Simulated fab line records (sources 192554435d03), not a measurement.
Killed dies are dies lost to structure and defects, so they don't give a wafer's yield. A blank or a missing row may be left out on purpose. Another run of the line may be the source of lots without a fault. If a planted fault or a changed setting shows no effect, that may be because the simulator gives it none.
Lot-split experiment :: flow n5 finfet :: 7 lots, 21 wafers read, on a route of 1938 steps

== ABOUT THE SPLIT ==
At N5_BEOL_M5_EXPOSE_25 (exposes mask V4, defocus 10 nm), the setting dose mj was moved away from the recipe's 52.75 on 6 of the 21 wafers read, by -6.9% to +5.3%. This setting was run at the recipe's value on the other wafers.

== FROM THE SPLIT TO THE READING: what the file shows between them, 2 steps ==
- N5_BEOL_M5_PEB_26: peb time 60 s
- N5_BEOL_M5_DEVELOP_27: develop time 30 s

== THE READING ==
cd nm, in nm, at N5_BEOL_M5_CD_MEAS_28 (target cd 30.6 nm, target cd y 20 nm). Typical for fault-free wafers on this fab line: 30.66 nm, with standard deviation 0.26 nm.

wafer: L077.1
tool, chamber at the split: euv scanner-01, 0
dose mj as run: 52.75
against the recipe: recipe
cd nm, nm: 30.83
against lot-mates on the recipe: -

wafer: L077.2
tool, chamber at the split: euv scanner-01, 0
dose mj as run: 52.75
against the recipe: recipe
cd nm, nm: 30.63
against lot-mates on the recipe: -

wafer: L077.5
tool, chamber at the split: euv scanner-01, 0
dose mj as run: 52.75
against the recipe: recipe
cd nm, nm: 30.89
against lot-mates on the recipe: -

wafer: L078.1
tool, chamber at the split: euv scanner-01, 0
dose mj as run: 52.75
against the recipe: recipe
cd nm, nm: 30.74
against lot-mates on the recipe: -

wafer: L078.4
tool, chamber at the split: euv scanner-01, 0
dose mj as run: 52.75
against the recipe: recipe
cd nm, nm: 30.40
against lot-mates on the recipe: -

wafer: L078.6
tool, chamber at the split: euv scanner-01, 0
dose mj as run: 52.75
against the recipe: recipe
cd nm, nm: 30.28
against lot-mates on the recipe: -

wafer: L086.2
tool, chamber at the split: euv scanner-02, 0
dose mj as run: 52.75
against the recipe: recipe
cd nm, nm: 30.70
against lot-mates on the recipe: -

wafer: L086.4
tool, chamber at the split: euv scanner-02, 0
dose mj as run: 52.75
against the recipe: recipe
cd nm, nm: 30.24
against lot-mates on the recipe: -

wafer: L086.5
tool, chamber at the split: euv scanner-02, 0
dose mj as run: 52.75
against the recipe: recipe
cd nm, nm: 30.30
against lot-mates on the recipe: -

wafer: L087.2
tool, chamber at the split: euv scanner-01, 0
dose mj as run: 52.75
against the recipe: recipe
cd nm, nm: 30.78
against lot-mates on the recipe: -

wafer: L087.3
tool, chamber at the split: euv scanner-01, 0
dose mj as run: 49.11
against the recipe: -6.9%
cd nm, nm: 29.20
against lot-mates on the recipe: -1.58

wafer: L087.5
tool, chamber at the split: euv scanner-01, 0
dose mj as run: 49.11
against the recipe: -6.9%
cd nm, nm: 28.88
against lot-mates on the recipe: -1.90

wafer: L093.1
tool, chamber at the split: euv scanner-01, 0
dose mj as run: 51.69
against the recipe: -2.0%
cd nm, nm: 30.46
against lot-mates on the recipe: -0.42

wafer: L093.2
tool, chamber at the split: euv scanner-01, 0
dose mj as run: 52.75
against the recipe: recipe
cd nm, nm: 30.79
against lot-mates on the recipe: -

wafer: L093.6
tool, chamber at the split: euv scanner-01, 0
dose mj as run: 52.75
against the recipe: recipe
cd nm, nm: 30.97
against lot-mates on the recipe: -

wafer: L094.3
tool, chamber at the split: euv scanner-01, 0
dose mj as run: 52.75
against the recipe: recipe
cd nm, nm: 30.71
against lot-mates on the recipe: -

wafer: L094.4
tool, chamber at the split: euv scanner-01, 0
dose mj as run: 52.75
against the recipe: recipe
cd nm, nm: 30.58
against lot-mates on the recipe: -

wafer: L094.5
tool, chamber at the split: euv scanner-01, 0
dose mj as run: 52.75
against the recipe: recipe
cd nm, nm: 30.37
against lot-mates on the recipe: -

wafer: L097.3
tool, chamber at the split: euv scanner-01, 0
dose mj as run: 55.53
against the recipe: +5.3%
cd nm, nm: 31.53
against lot-mates on the recipe: no lot-mate on the recipe

wafer: L097.4
tool, chamber at the split: euv scanner-01, 0
dose mj as run: 55.53
against the recipe: +5.3%
cd nm, nm: 32.07
against lot-mates on the recipe: no lot-mate on the recipe

wafer: L097.6
tool, chamber at the split: euv scanner-01, 0
dose mj as run: 55.53
against the recipe: +5.3%
cd nm, nm: 31.87
against lot-mates on the recipe: no lot-mate on the recipe

FIT RESULTS
A straight line over all 21 wafers: cd nm changes by +0.225 nm for each +1% of dose mj; r = +0.95; the points scatter about the line by 0.24 nm.
The same after taking each lot's own level away (the mean of its wafers on the recipe; 18 wafers): +0.251 nm for each +1%; r = +0.96; scatter 0.16 nm.
Per that fit: largest dose mj move, reading shift of 1.7 nm.
Measured against the standard deviation above, the lots' own levels, which go from 30.413 to 30.880 nm, span 1.8 times it.
Hence the slope depends on the lot-to-lot level, as the two fits are not the same.
Check: with one of the wafers moved furthest among these (-6.9%) left out of the fit, the line predicts -1.87 nm for it against its lot-mates. It came out at -1.58 nm against them.

== ADDITIONAL SPLITS CARRIED BY THESE WAFERS ==
These wafers also went through other splits before the reading. Each is held against what the fit with the lots' levels taken away leaves over:
other split on the same wafers: N5_BEOL_M3_ETCH_41 target depth a
wafers away from the commonest value: 5
r with cd nm (lot level and that fit taken away): +0.06

other split on the same wafers: N5_BEOL_M4_EXPOSE_25 dose mj
wafers away from the commonest value: 7
r with cd nm (lot level and that fit taken away): +0.24

other split on the same wafers: N5_BEOL_M4_DESCUM_33 time s
wafers away from the commonest value: 8
r with cd nm (lot level and that fit taken away): -0.02

other split on the same wafers: N5_BEOL_M5_COAT_74 spin rpm
wafers away from the commonest value: 8
r with cd nm (lot level and that fit taken away): +0.18

== FILE'S OWN FIT ==
cd nm changes by +0.249 nm for each +1% of dose mj, r = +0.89.
